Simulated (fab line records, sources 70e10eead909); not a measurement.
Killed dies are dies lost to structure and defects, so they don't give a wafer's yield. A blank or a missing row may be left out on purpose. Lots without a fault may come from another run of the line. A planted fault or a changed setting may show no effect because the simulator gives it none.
Which tool did it? | flow nand_harc | 14 lots, 36 wafers sampled, at 6 steps of a route of 1302

WHAT THE GAUGES READ, wafer by wafer
NHARC_A_SGD_CUT_OVL_MEAS_10.
lot  | measured     | on         | overlay_x_nm (nm) | overlay_y_nm (nm)
L687 | day 19 02:33 | overlay-02 | 1.2 1.2 1.7       | -0.2 -0.1 -0.3
L690 | day 20 02:08 | overlay-01 | 0.2 0.2 0.6       | 0.2 0.3 0.7
L688 | day 20 02:44 | overlay-02 | 0.4 0.6 0.7       | -0.2 -0.2 0.4
L689 | day 20 02:28 | overlay-01 | -0.9 -1.2 -1.0    | -0.5 -0.7 -0.7
L692 | day 21 06:47 | overlay-01 | 0.3 0.1 0.6       | 0.4 0.5 0.0
L693 | day 22 05:44 | overlay-01 | 1.7 1.4 1.1       | -0.2 0.0 -0.1
L694 | day 22 06:03 | overlay-02 | 0.4 -0.6 0.1      | -0.1 -0.8 -0.4
L695 | day 22 15:55 | overlay-01 | 0.1 1.0 0.2       | 0.1 0.0 -0.5
L703 | day 25 19:11 | overlay-01 | 0.4               | 2.6
L704 | day 25 19:31 | overlay-01 | -2.2              | 1.2
L702 | day 25 19:21 | overlay-01 | 0.5               | 0.6
L706 | day 26 19:53 | overlay-01 | 0.8 0.5 0.7       | 0.1 -0.9 -0.4
L705 | day 26 19:02 | overlay-01 | 1.0 0.4 1.1       | -0.7 -0.6 -0.2
L710 | day 27 22:17 | overlay-02 | -0.2 -0.1 -0.1    | -1.2 -1.1 -0.9

NHARC_A_SGD_CUT_INSPECT_11.
lot  | measured     | on                | raw_defect_count
L687 | day 19 02:35 | defect_inspect-01 | 79 62 66
L690 | day 20 02:10 | defect_inspect-02 | 57 77 67
L688 | day 20 02:46 | defect_inspect-02 | 18 26 19
L689 | day 20 02:30 | defect_inspect-01 | 129 99 119
L692 | day 21 06:49 | defect_inspect-01 | 37 23 33
L693 | day 22 05:47 | defect_inspect-02 | 28 21 24
L694 | day 22 06:05 | defect_inspect-02 | 69 64 64
L695 | day 22 15:58 | defect_inspect-02 | 24 33 29
L703 | day 25 19:13 | defect_inspect-02 | 526 530
L704 | day 25 19:34 | defect_inspect-01 | 503 504
L702 | day 25 19:23 | defect_inspect-01 | 518 515
L706 | day 26 19:55 | defect_inspect-01 | 88 95 93
L705 | day 26 19:04 | defect_inspect-02 | 18 18 19
L710 | day 27 22:19 | defect_inspect-01 | 95 97 92

NHARC_A_SGD_CUT_THK_MEAS_22: measures by ellipsometry.
lot  | measured     | on            | thk_nm (nm)
L687 | day 19 08:38 | film_metro-02 | 148.3 149.9 149.5
L690 | day 20 08:56 | film_metro-01 | 147.0 148.0 149.2
L688 | day 20 08:46 | film_metro-02 | 147.6 146.7 150.5
L689 | day 20 08:37 | film_metro-01 | 146.8 146.3 147.7
L692 | day 21 16:08 | film_metro-02 | 147.4 149.7 149.3
L693 | day 22 11:59 | film_metro-02 | 150.2 146.7 147.7
L694 | day 22 11:59 | film_metro-01 | 149.0 145.6 148.0
L695 | day 22 22:55 | film_metro-01 | 149.1 150.9 149.1
L703 | day 26 01:17 | film_metro-02 | 146.7
L704 | day 26 03:09 | film_metro-01 | 149.0
L702 | day 26 02:58 | film_metro-02 | 148.2
L706 | day 27 01:16 | film_metro-02 | 147.4 148.5 148.4
L705 | day 27 01:16 | film_metro-01 | 146.4 147.6 148.7
L710 | day 28 04:47 | film_metro-02 | 143.5 147.5 145.4

NHARC_END_SORT_01.
lot  | measured     | on        | killed_at_array | killed_at_other | killed_at_periphery | killed_dies | killed_open | killed_short
L703 | day 31 18:28 | prober-02 | 155             | 1               | 6                   | 162         | 1           | 3
L704 | day 31 11:59 | prober-01 | 110             | 3               | 4                   | 117         | 7           | 1
L702 | day 31 15:04 | prober-02 | 138             | 1               | 7                   | 146         | 2           | 3

WHICH TOOL RAN EACH LOT (tool, then ch and the chambers of the sampled wafers, then the start)
lot  | NHARC_A_STAIRCASE_ETCH_444         | NHARC_A_SGD_CUT_DEP_00
L687 | rie_diel-08 ch 0,1,3, day 18 18:36 | pecvd-01 ch 0,1, day 19 01:46
L690 | rie_diel-10 ch 0,2,3, day 19 18:41 | pecvd-01 ch 0,1,2, day 20 01:23
L688 | rie_diel-08 ch 2,3, day 19 18:50   | pecvd-03 ch 1,2, day 20 01:55
L689 | rie_diel-06 ch 0,1,2, day 19 19:20 | pecvd-03 ch 0,1, day 20 01:40
L692 | rie_diel-08 ch 0,2, day 20 23:04   | pecvd-03 ch 1,2, day 21 06:06
L693 | rie_diel-06 ch 0,1, day 21 21:39   | pecvd-04 ch 0,2, day 22 04:58
L694 | rie_diel-08 ch 0,2,3, day 21 21:49 | pecvd-04 ch 0,2, day 22 05:13
L695 | rie_diel-06 ch 0,2,3, day 22 08:37 | pecvd-01 ch 0,1,2, day 22 15:16
L703 | rie_diel-06 ch 0, day 25 11:01     | pecvd-01 ch 2, day 25 18:27
L704 | rie_diel-08 ch 2, day 25 12:02     | pecvd-01 ch 2, day 25 18:43
L702 | rie_diel-10 ch 2, day 25 12:30     | pecvd-01 ch 2, day 25 18:32
L706 | rie_diel-08 ch 2,3, day 26 10:59   | pecvd-04 ch 0,1,2, day 26 19:05
L705 | rie_diel-10 ch 0,1,3, day 26 11:08 | pecvd-04 ch 0,2, day 26 18:15
L710 | rie_diel-08 ch 1,3, day 27 14:18   | pecvd-04 ch 1,2, day 27 21:30
- NHARC_A_STAIRCASE_ETCH_444: etches the open film in C4F8/O2, target depth 20400 nm, time 6800 s.
- NHARC_A_SGD_CUT_DEP_00: deposits SiNx, target thk 50 nm.

WHAT THE TOOLS THEMSELVES READ (means of the sampled wafers that have a number; where no wafer has one, the mark that the record gives instead)
NHARC_A_STAIRCASE_ETCH_444.
lot  | tool        | oes_product_au (a.u.) | rf_fwd_power_W (W) | rf_vpp_V (V)
L687 | rie_diel-08 | 0.930                 | 600.4              | 812
L690 | rie_diel-10 | 0.962                 | 600.0              | 812
L688 | rie_diel-08 | 0.936                 | 600.4              | 808
L689 | rie_diel-06 | 0.925                 | 599.6              | 806
L692 | rie_diel-08 | 0.939                 | 600.1              | 812
L693 | rie_diel-06 | 0.984                 | 600.1              | 802
L694 | rie_diel-08 | 0.937                 | 599.5              | 812
L695 | rie_diel-06 | 0.933                 | 599.6              | 807
L703 | rie_diel-06 | 0.931                 | 597.2              | 803
L704 | rie_diel-08 | 0.949                 | 602.8              | 807
L702 | rie_diel-10 | 0.932                 | 603.1              | 814
L706 | rie_diel-08 | 0.935                 | 598.9              | 808
L705 | rie_diel-10 | 0.928                 | 597.9              | 811
L710 | rie_diel-08 | 0.966                 | 601.8              | 806

NHARC_A_SGD_CUT_DEP_00.
lot  | tool     | heater_power_w (W) | rf_fwd_power_W (W)
L687 | pecvd-01 | 722                | 447.9
L690 | pecvd-01 | 742                | 446.2
L688 | pecvd-03 | 788                | 448.5
L689 | pecvd-03 | 720                | 450.0
L692 | pecvd-03 | 735                | 446.9
L693 | pecvd-04 | 928                | 448.1
L694 | pecvd-04 | 813                | 446.6
L695 | pecvd-01 | 714                | 446.8
L703 | pecvd-01 | 747                | 447.1
L704 | pecvd-01 | 744                | 449.8
L702 | pecvd-01 | 796                | 450.5
L706 | pecvd-04 | 809                | 448.1
L705 | pecvd-04 | 797                | 447.9
L710 | pecvd-04 | 725                | 447.5

THE ANSWER, worked out from the rows above alone
Rule: what is usual is taken from the lots themselves. Put in order of their means at a reading, lots are off if they are a third of the lots or fewer, leave a main group of 4 or more, and stand apart from it by a gap of 3 or more times the standard deviation of the main group's means; of several such gaps the widest counts. A main group whose means are all the same, to the digits that the tables above print for the reading, isn't used. A lot without any number at a reading at which 4 lots or more have one is off too. The other lots that the step has rows for count as sound. The gauges are gone through in route order, then the tools' own readings, and for those a lot's mean is taken as printed above. The first step at which some lot is off is used, and at that step the reading that is off furthest; a lot without a number counts as furthest.
Off: L703, L704, L702, at NHARC_A_SGD_CUT_INSPECT_11 (raw_defect_count). The main group: mean 57, standard deviation 33.
A tool fits if, at a process step before that reading, it ran every lot that is off, and no sound lot after the first of them. The gauges at NHARC_A_SGD_CUT_INSPECT_11 are tried like those tools. One fits: pecvd-01 at NHARC_A_SGD_CUT_DEP_00. Its last sound lot is L695 (day 22 15:16), its first lot that is off L703 (day 25 18:27): a fault that began between those two fits.

WHAT THE SIMULATOR HAD PUT IN
Chamber particle source: pecvd-01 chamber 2, from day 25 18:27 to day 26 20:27, at NHARC_A_SGD_CUT_DEP_00. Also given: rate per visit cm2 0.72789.
Lots struck among those shown: L703, L702, L704. The rule above found the same.
